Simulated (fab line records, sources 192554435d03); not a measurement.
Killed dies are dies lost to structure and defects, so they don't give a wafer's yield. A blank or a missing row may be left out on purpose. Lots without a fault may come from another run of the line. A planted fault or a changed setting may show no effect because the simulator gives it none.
Which tool did it? | flow n5_finfet | 12 lots, 35 wafers sampled, at 5 steps of a route of 1938

WHAT THE GAUGES READ, wafer by wafer
N5_STI_FIN_REVEAL_THK_MEAS_05. Usual: thk_nm 132.1 nm, standard deviation 1.3.
lot  | measured    | on            | thk_nm (nm)       | flag
L121 | day 3 01:11 | film_metro-01 | 131.1 134.5 134.1 |
L123 | day 3 10:46 | film_metro-02 | 133.9 132.7 133.8 |
L125 | day 3 21:04 | film_metro-02 | 131.5 130.6 132.0 |
L127 | day 4 09:22 | film_metro-01 | 130.2 132.4 131.3 |
L129 | day 5 02:09 | film_metro-02 | 131.4 130.2 131.4 |
L131 | day 5 11:52 | film_metro-01 | 130.8 133.3 129.8 |
L132 | day 5 20:15 | film_metro-02 | 131.1 132.4 132.1 |
L133 | day 5 22:56 | film_metro-01 | 131.2 131.3 133.2 |
L134 | day 6 05:02 | film_metro-01 | 132.5 130.8 133.1 |
L137 | day 6 21:04 | film_metro-02 | 131.8 131.3 131.2 |
L138 | day 7 05:09 | film_metro-02 | 132.1 132.1 131.2 |
L141 | day 7 23:00 | film_metro-01 | 133.9 133.7       |

N5_STI_FIN_REVEAL_FIN_H_MEAS_10. Usual: trench_depth_nm 51.8 nm, standard deviation 0.89.
lot  | measured    | on     | trench_depth_nm (nm) | flag
L121 | day 3 04:23 | ocd-02 | 52.2 52.1 51.9       |
L123 | day 3 13:57 | ocd-02 | 50.6 51.4 51.9       |
L125 | day 4 00:20 | ocd-02 | 50.8 50.9 53.0       |
L127 | day 4 17:04 | ocd-01 | 53.2 51.6 52.9       |
L129 | day 5 05:20 | ocd-02 | 50.7 50.2 51.5       |
L131 | day 5 15:05 | ocd-02 | 46.6 45.9 47.4       | OFF
L132 | day 5 23:28 | ocd-02 | 46.8 46.5 47.0       | OFF
L133 | day 6 02:09 | ocd-02 | 47.5 47.5 46.5       | OFF
L134 | day 6 08:17 | ocd-02 | 52.0 51.2 51.3       |
L137 | day 7 00:22 | ocd-01 | 50.0 51.2 50.6       |
L138 | day 7 08:22 | ocd-01 | 52.6 50.9 50.2       |
L141 | day 8 02:30 | ocd-02 | 52.4 51.8            |

WHICH TOOL RAN EACH LOT (tool, then ch and the chambers of the sampled wafers, then the start)
lot  | N5_FIN_CUT_STRIP_22               | N5_STI_FIN_REVEAL_ALD_00         | N5_STI_FIN_REVEAL_RECESS_09
L121 | rie_diel-04 ch 0,2, day 2 19:29   | ald_sin-02 ch 1,2,3, day 2 19:49 | vapor_etch-02 ch 0,1, day 3 01:41
L123 | rie_diel-05 ch 0,2,3, day 3 04:43 | ald_sin-03 ch 0,1,3, day 3 05:22 | vapor_etch-02 ch 0,1, day 3 11:15
L125 | rie_diel-05 ch 2,3, day 3 15:30   | ald_sin-02 ch 0,1, day 3 15:41   | vapor_etch-02 ch 0,1, day 3 21:38
L127 | rie_diel-02 ch 1,2, day 4 03:46   | ald_sin-03 ch 1,2,3, day 4 03:59 | vapor_etch-02 ch 0,1, day 4 09:52
L129 | rie_diel-02 ch 0,1, day 4 18:58   | ald_sin-02 ch 0,1,3, day 4 20:45 | vapor_etch-02 ch 0, day 5 02:38
L131 | rie_diel-04 ch 2,3, day 5 05:36   | ald_sin-03 ch 0,1,2, day 5 06:25 | vapor_etch-02 ch 0,1, day 5 12:54
L132 | rie_diel-02 ch 1,3, day 5 14:40   | ald_sin-03 ch 0,1,3, day 5 14:52 | vapor_etch-02 ch 0,1, day 5 20:44
L133 | rie_diel-05 ch 0,1, day 5 17:21   | ald_sin-03 ch 1,2,3, day 5 17:33 | vapor_etch-02 ch 0, day 5 23:25
L134 | rie_diel-04 ch 0,2,3, day 5 22:30 | ald_sin-02 ch 1,2,3, day 5 23:38 | vapor_etch-01 ch 0,1, day 6 06:05
L137 | rie_diel-04 ch 1,2, day 6 15:28   | ald_sin-03 ch 0,1,2, day 6 15:40 | vapor_etch-01 ch 0,1, day 6 21:34
L138 | rie_diel-05 ch 1,2, day 6 22:13   | ald_sin-02 ch 1,3, day 6 23:45   | vapor_etch-01 ch 1, day 7 05:39
L141 | rie_diel-04 ch 2,3, day 7 17:25   | ald_sin-04 ch 0, day 7 17:37     | vapor_etch-01 ch 0, day 8 00:04
- N5_FIN_CUT_STRIP_22: strips in N2/H2.
- N5_STI_FIN_REVEAL_ALD_00: deposits SiO2, target thk 1 nm, pulse time 1 s.
- N5_STI_FIN_REVEAL_RECESS_09: chemistry HF/NH3, target SiO2, afs cycles 11, target depth 42.5 nm, sublimation time 60 s.

WHAT THE TOOLS THEMSELVES READ (means of the sampled wafers that have a number; where no wafer has one, the mark that the record gives instead)
N5_FIN_CUT_STRIP_22. Usual: chamber_pressure_mTorr 50.00 mTorr, standard deviation 0.12; drypump_motor_current_A 5.6 A, standard deviation 0.46; h2_flow_sccm 300.1 sccm, standard deviation 0.94; oes_product_au 0.75 a.u., standard deviation 0.086; rf_vpp_V 54.5 V, standard deviation 2.4; showerhead_plenum_p_Torr 3.36 Torr, standard deviation 0.11; throttle_valve_pct 19.1 %, standard deviation 0.44.
lot  | tool        | chamber_pressure_mTorr (mTorr) | drypump_motor_current_A (A) | h2_flow_sccm (sccm) | oes_product_au (a.u.) | rf_vpp_V (V) | showerhead_plenum_p_Torr (Torr) | throttle_valve_pct (%) | flag
L121 | rie_diel-04 | 50.00                          | 5.2                         | 300.0               | 0.74                  | 52.0         | 3.24                            | 18.3                   |
L123 | rie_diel-05 | 50.01                          | 5.9                         | 300.4               | 0.71                  | 53.6         | 3.38                            | 19.2                   |
L125 | rie_diel-05 | 50.09                          | 5.5                         | 300.1               | 0.70                  | 56.2         | 3.34                            | 19.3                   |
L127 | rie_diel-02 | 49.99                          | 5.8                         | 300.6               | 0.72                  | 55.0         | 3.39                            | 19.5                   |
L129 | rie_diel-02 | 50.01                          | 5.9                         | 300.6               | 0.75                  | 56.3         | 3.46                            | 19.4                   |
L131 | rie_diel-04 | 49.97                          | 4.9                         | 300.6               | 0.88                  | 53.7         | 3.42                            | 18.6                   |
L132 | rie_diel-02 | 49.94                          | 5.6                         | 299.8               | 0.80                  | 56.5         | 3.54                            | 19.4                   |
L133 | rie_diel-05 | 50.03                          | 5.9                         | 299.7               | 0.71                  | 54.2         | 3.40                            | 19.2                   |
L134 | rie_diel-04 | 50.00                          | 5.1                         | 300.2               | 0.80                  | 54.9         | 3.33                            | 18.5                   |
L137 | rie_diel-04 | 50.00                          | 5.3                         | 300.2               | 0.79                  | 56.0         | 3.34                            | 18.9                   |
L138 | rie_diel-05 | 49.98                          | 5.6                         | 299.9               | 0.80                  | 56.5         | 3.34                            | 18.9                   |
L141 | rie_diel-04 | 49.92                          | 5.0                         | 300.4               | 0.85                  | 52.1         | 3.41                            | 18.6                   |

N5_STI_FIN_REVEAL_ALD_00. Usual: heater_power_w 482 W, standard deviation 48; precursor_pulse_height_rel 0.997, standard deviation 0.019.
lot  | tool       | heater_power_w (W) | precursor_pulse_height_rel | flag
L121 | ald_sin-02 | 490                | 1.008                      |
L123 | ald_sin-03 | 482                | 0.988                      |
L125 | ald_sin-02 | 464                | 0.982                      |
L127 | ald_sin-03 | 469                | 0.981                      |
L129 | ald_sin-02 | 488                | 0.970                      |
L131 | ald_sin-03 | 499                | 0.990                      |
L132 | ald_sin-03 | 476                | 0.990                      |
L133 | ald_sin-03 | 464                | 0.991                      |
L134 | ald_sin-02 | 493                | 0.992                      |
L137 | ald_sin-03 | 495                | 1.001                      |
L138 | ald_sin-02 | 519                | 0.993                      |
L141 | ald_sin-04 | 474                | 1.018                      |

N5_STI_FIN_REVEAL_RECESS_09. Usual: drypump_motor_current_A 6.2 A, standard deviation 0.32; sublimation_temp_c 180.00 C, standard deviation 0.16.
lot  | tool          | drypump_motor_current_A (A) | sublimation_temp_c (C) | flag
L121 | vapor_etch-02 | 6.3                         | 179.89                 |
L123 | vapor_etch-02 | 6.3                         | 179.95                 |
L125 | vapor_etch-02 | 6.3                         | 179.99                 |
L127 | vapor_etch-02 | 6.3                         | 179.75                 |
L129 | vapor_etch-02 | 6.2                         | 180.17                 |
L131 | vapor_etch-02 | 6.3                         | 180.00                 |
L132 | vapor_etch-02 | 6.3                         | 179.96                 |
L133 | vapor_etch-02 | 6.2                         | 179.95                 |
L134 | vapor_etch-01 | 5.9                         | 180.07                 |
L137 | vapor_etch-01 | 5.9                         | 180.10                 |
L138 | vapor_etch-01 | 5.6                         | 179.93                 |
L141 | vapor_etch-01 | 6.5                         | 179.90                 |

THE ANSWER, worked out from the rows above alone
Rule: a lot is off if the mean of its wafers that have a number lies more than 3 standard deviations from the usual mean. A lot without any number at a reading at which 4 lots or more have one is off too. The other lots that the step has rows for count as sound. The gauges are gone through in route order, then the tools' own readings, and for those a lot's mean is taken as printed above. The first step at which some lot is off is used, and at that step the reading that is off furthest; a lot without a number counts as furthest.
Off: L131, L132, L133, at N5_STI_FIN_REVEAL_FIN_H_MEAS_10 (trench_depth_nm).
A tool fits if, at a process step before that reading, it ran every lot that is off, and no sound lot after the first of them. The gauges at N5_STI_FIN_REVEAL_FIN_H_MEAS_10 are tried like those tools. One fits: vapor_etch-02 at N5_STI_FIN_REVEAL_RECESS_09. Its last sound lot is L129 (day 5 02:38), its first lot that is off L131 (day 5 12:54): a fault that began between those two fits.

WHAT THE SIMULATOR HAD PUT IN
Process parameter drift: vapor_etch-02, from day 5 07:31 on, at N5_STI_FIN_REVEAL_RECESS_09. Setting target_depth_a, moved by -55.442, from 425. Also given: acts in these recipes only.
Lots struck among those shown: L131, L132, L133. The rule above found the same.
